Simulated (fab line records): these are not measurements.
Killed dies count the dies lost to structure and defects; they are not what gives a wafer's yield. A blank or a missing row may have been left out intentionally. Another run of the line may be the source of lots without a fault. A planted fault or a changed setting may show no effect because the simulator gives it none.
Split-lot study -- flow n5Finfet -- route with 1938 steps; 7 lots, 21 wafers read

SPLIT DETAILS
At N5_ZERO_LAYER_EXPOSE_08 (exposes mask ZERO, defocus 0 nm, target cd 2000 nm), the setting doseMj was moved away from the recipe's 16.2 on 8 of the 21 wafers read, by -7.1% to +7.3%. For the rest of the wafers, this setting stayed at what the recipe calls for.

FROM THE SPLIT TO THE READING: what the file shows between them, 3 steps
- N5_ZERO_LAYER_PEB_09
- N5_ZERO_LAYER_DEVELOP_10: develop time 60 s
- N5_ZERO_LAYER_HARDBAKE_23: time 120 s

THE READING
cdNm at N5_ZERO_LAYER_CD_MEAS_11, given in nm (cd target 2000 nm). Fault-free wafers of this fab line usually give 2000.0 nm, standard deviation 2.3 nm.

wafer,"tool, chamber at the split",doseMj as run,against the recipe,"cdNm, nm",against lot-mates on the recipe
L076.1,"krfScanner-02, 0",16.2,recipe,1998.0,-
L076.4,"krfScanner-02, 0",16.2,recipe,1997.3,-
L076.6,"krfScanner-02, 0",16.2,recipe,2000.3,-
L077.2,"krfScanner-02, 0",16.2,recipe,1998.9,-
L077.3,"krfScanner-02, 0",17.09,+5.5%,2008.0,+10.7
L077.6,"krfScanner-02, 0",16.2,recipe,1995.8,-
L082.1,"krfScanner-02, 0",16.2,recipe,1994.5,-
L082.4,"krfScanner-02, 0",16.81,+3.8%,2004.4,+7.5
L082.5,"krfScanner-02, 0",16.2,recipe,1999.3,-
L086.2,"krfScanner-02, 0",17.39,+7.3%,2016.1,+15.2
L086.3,"krfScanner-02, 0",16.2,recipe,2000.9,-
L086.6,"krfScanner-02, 0",17.39,+7.3%,2016.0,+15.1
L093.1,"krfScanner-02, 0",16.2,recipe,1997.4,-
L093.2,"krfScanner-02, 0",15.05,-7.1%,1988.3,-10.5
L093.6,"krfScanner-02, 0",16.2,recipe,2000.2,-
L094.1,"krfScanner-01, 0",17.31,+6.9%,2012.4,+14.7
L094.3,"krfScanner-01, 0",16.2,recipe,1997.7,-
L094.6,"krfScanner-01, 0",17.31,+6.9%,2010.0,+12.3
L097.2,"krfScanner-02, 0",17.24,+6.4%,2010.3,+11.4
L097.3,"krfScanner-02, 0",16.2,recipe,1999.3,-
L097.5,"krfScanner-02, 0",16.2,recipe,1998.6,-

FIT RESULTS
A straight line over all 21 wafers: cdNm changes by +1.91 nm for each +1% of doseMj; r = +0.96; the points scatter about the line by 2.1 nm.
The same after taking each lot's own level away (the mean of its wafers on the recipe; 21 wafers): +1.86 nm for each +1%; r = +0.98; scatter 1.4 nm.
According to that fit, moving doseMj by its largest amount changes the reading by 14 nm.
Across the lots, their own levels run from 1996.90 to 2000.90 nm, a range of 1.7 times the standard deviation given above.
The two slopes are in agreement: the lot-to-lot level therefore moves the slope only a little.
Check: for one of the wafers moved furthest among these (+7.3%), held out of the fit, the line's prediction against its lot-mates is +13.8 nm. It came out at +15.2 nm against them.

THE WHOLE CHAIN: every reading that the file lists as answering this split, in the file's order
step,what it does,reading,change (the file's fit),r (the file's)
N5_ZERO_LAYER_CD_MEAS_11,target cd 2000 nm,cdNm,+1.85 nm for each +1% of the setting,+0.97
N5_ZERO_LAYER_DESCUM_16,"chemistry O2, time 7.9 s","ZERO_LAYER.cdNm (the simulator's own value, which no gauge read)",+1.84 nm for each +1% of the setting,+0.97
N5_ZERO_LAYER_ETCH_17,"etches SiO2 in CF4, target depth 12 nm, time 13.3 s","ZERO_LAYER.cdNm (the simulator's own value, which no gauge read)",+1.85 nm for each +1% of the setting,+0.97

FILE'S OWN FIT
cdNm changes by +1.85 nm for each +1% of doseMj, r = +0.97.
